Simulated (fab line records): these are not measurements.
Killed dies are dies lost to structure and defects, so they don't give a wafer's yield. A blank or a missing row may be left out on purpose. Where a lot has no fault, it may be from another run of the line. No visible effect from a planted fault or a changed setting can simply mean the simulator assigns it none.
Chamber matching ; flow n5 finfet ; N5_BEOL_M1_CO_CAP_55 on cvd co-02 has 3 sister chambers
The step material Co, precursor CCTBA/H2, target thk 2 nm, time 102.1 s. 3 wafers are shown with their chamber, then 12 later ones without.

== WAFERS WITH THEIR CHAMBER ==
wafer;chamber;heater power w (W)
L088.4;0;228
L088.5;2;261
L088.6;1;230

== WAFERS WITHOUT THEIR CHAMBER ==
wafer;heater power w (W)
L089.3;228
L089.4;270
L089.5;225
L091.1;228
L091.2;229
L091.4;233
L092.3;235
L092.5;227
L092.6;269
L095.2;275
L095.3;225
L095.4;268

== WHICH CHAMBER EACH WENT THROUGH ==
wafer;from the rows above;in truth
L089.3;can't be placed: 0 or 1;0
L089.4;2;2
L089.5;can't be placed: 0 or 1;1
L091.1;can't be placed: 0 or 1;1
L091.2;can't be placed: 0 or 1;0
L091.4;can't be placed: 1 or 0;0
L092.3;can't be placed: 1 or 0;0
L092.5;can't be placed: 0 or 1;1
L092.6;2;2
L095.2;2;2
L095.3;can't be placed: 0 or 1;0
L095.4;2;2
Correctly placed: 4 of 12. Cannot be placed on the basis of these rows: 8; the candidates contain the true chamber in 8. Wrongly placed: 0.
How it was worked out, from the rows above alone: a wafer's distance from a chamber is the root of the sum, over the readings, of the square of ((its reading less the chamber's mean) divided by the reading's scatter). The wafer belongs to the nearest chamber; if the next one is less than 2 further off, it can't be placed. The mean given for a chamber averages the wafers shown for that chamber. The scatter: with one shown wafer a chamber, the root of the mean of the squares of how far each hidden wafer lies from its nearest shown one.
